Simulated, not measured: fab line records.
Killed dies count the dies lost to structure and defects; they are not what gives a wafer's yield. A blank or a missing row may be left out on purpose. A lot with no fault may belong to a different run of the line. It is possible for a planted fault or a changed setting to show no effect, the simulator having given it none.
Split-lot study | flow n5Finfet | on a route of 1938 steps: 7 lots, 39 wafers read

== SPLIT DETAILS ==
At N5_DUMMY_GATE_ETCH_32 (etches SiO2 in CF4, target depth 3.5 nm, time 3.9 s), the setting timeS was moved away from the recipe's 3.9 s on 15 of the 39 wafers read, by -23.9% to -6.6%. The other wafers ran this setting at the recipe's value.

Reading taken at the split's own step.

== THE READING ==
etch.depthNm (the simulator's own value, which no gauge read), in nm, at N5_DUMMY_GATE_ETCH_32 (etches SiO2 in CF4, target depth 3.5 nm, time 3.9 s). The file does not state a usual value for it. Here, 24 wafers ran the recipe; their average is 3.516 nm with a standard deviation of 0.048 nm.

wafer  | tool, chamber at the split | timeS as run, s | against the recipe | etch.depthNm, nm | against lot-mates on the recipe
L076.1 | rieSi-06, 3                | 2.969           | -23.9%             | 2.675            | -0.800
L076.2 | rieSi-06, 2                | 2.969           | -23.9%             | 2.727            | -0.748
L076.3 | rieSi-06, 1                | 3.9             | recipe             | 3.427            | -
L076.4 | rieSi-06, 0                | 2.969           | -23.9%             | 2.668            | -0.807
L076.5 | rieSi-06, 0                | 3.9             | recipe             | 3.504            | -
L076.6 | rieSi-06, 3                | 3.9             | recipe             | 3.494            | -
L080.1 | rieSi-06, 3                | 3.418           | -12.4%             | 3.057            | -0.417
L080.2 | rieSi-06, 1                | 3.9             | recipe             | 3.43             | -
L080.3 | rieSi-06, 0                | 3.9             | recipe             | 3.457            | -
L080.4 | rieSi-06, 2                | 3.418           | -12.4%             | 3.098            | -0.376
L080.5 | rieSi-06, 2                | 3.9             | recipe             | 3.534            | -
L080.6 | rieSi-06, 1                | 3.418           | -12.4%             | 2.995            | -0.479
L082.1 | rieSi-03, 2                | 3.9             | recipe             | 3.502            | -
L082.2 | rieSi-03, 3                | 3.9             | recipe             | 3.551            | -
L082.3 | rieSi-03, 1                | 3.9             | recipe             | 3.582            | -
L082.4 | rieSi-03, 0                | 3.9             | recipe             | 3.5              | -
L082.5 | rieSi-03, 1                | 3.9             | recipe             | 3.571            | -
L082.6 | rieSi-03, 0                | 3.9             | recipe             | 3.509            | -
L083.1 | rieSi-05, 2                | 3.303           | -15.3%             | 2.931            | -0.586
L083.2 | rieSi-05, 1                | 3.303           | -15.3%             | 3.006            | -0.511
L083.3 | rieSi-05, 3                | 3.9             | recipe             | 3.459            | -
L083.4 | rieSi-05, 0                | 3.9             | recipe             | 3.547            | -
L083.5 | rieSi-05, 1                | 3.9             | recipe             | 3.545            | -
L083.6 | rieSi-05, 0                | 3.303           | -15.3%             | 2.983            | -0.534
L085.2 | rieSi-06, 1                | 3.9             | recipe             | 3.431            | -
L085.3 | rieSi-06, 0                | 3.9             | recipe             | 3.476            | -
L085.6 | rieSi-06, 2                | 3.9             | recipe             | 3.554            | -
L094.1 | rieSi-03, 1                | 3.9             | recipe             | 3.568            | -
L094.2 | rieSi-03, 0                | 3.176           | -18.6%             | 2.827            | -0.708
L094.3 | rieSi-03, 2                | 3.9             | recipe             | 3.516            | -
L094.4 | rieSi-03, 3                | 3.176           | -18.6%             | 2.889            | -0.646
L094.5 | rieSi-03, 0                | 3.9             | recipe             | 3.522            | -
L094.6 | rieSi-03, 3                | 3.176           | -18.6%             | 2.899            | -0.636
L095.1 | rieSi-03, 1                | 3.642           | -6.6%              | 3.339            | -0.228
L095.2 | rieSi-03, 3                | 3.9             | recipe             | 3.584            | -
L095.3 | rieSi-03, 2                | 3.9             | recipe             | 3.536            | -
L095.4 | rieSi-03, 0                | 3.642           | -6.6%              | 3.305            | -0.262
L095.5 | rieSi-03, 2                | 3.642           | -6.6%              | 3.29             | -0.277
L095.6 | rieSi-03, 1                | 3.9             | recipe             | 3.58             | -

THE FIT
A straight line over all 39 wafers: etch.depthNm changes by +0.035 nm for each +1% of timeS; r = +0.99; the points scatter about the line by 0.046 nm.
The same after taking each lot's own level away (the mean of its wafers on the recipe; 39 wafers): +0.0342 nm for each +1%; r = +0.99; scatter 0.039 nm.
That fit puts the effect of the largest move of timeS on the reading at 0.82 nm.
From 3.4737 to 3.5667 nm: that is the span of the lots' own levels, equal to 1.9 times the standard deviation above.
So the lot-to-lot level changes the slope little: the two slopes agree.
Check: -0.824 nm against its lot-mates is what the line predicts for one of the wafers moved furthest among these (-23.9%) when that wafer is left out of the fit. It came out at -0.8 nm against them.

== THE OTHER SPLITS THESE WAFERS WENT THROUGH ==
Before the reading, these wafers also passed through other splits. Each is held against what the fit with the lots' levels taken away leaves over:
other split on the same wafers | wafers away from the commonest value | r with etch.depthNm (lot level and that fit taken away)
N5_WELL_APT_EPI_41 timeS       | 18                                   | -0.29

== THE FILE'S OWN FIT ==
etch.depthNm changes by +0.0344 nm for each +1% of timeS, r = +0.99.
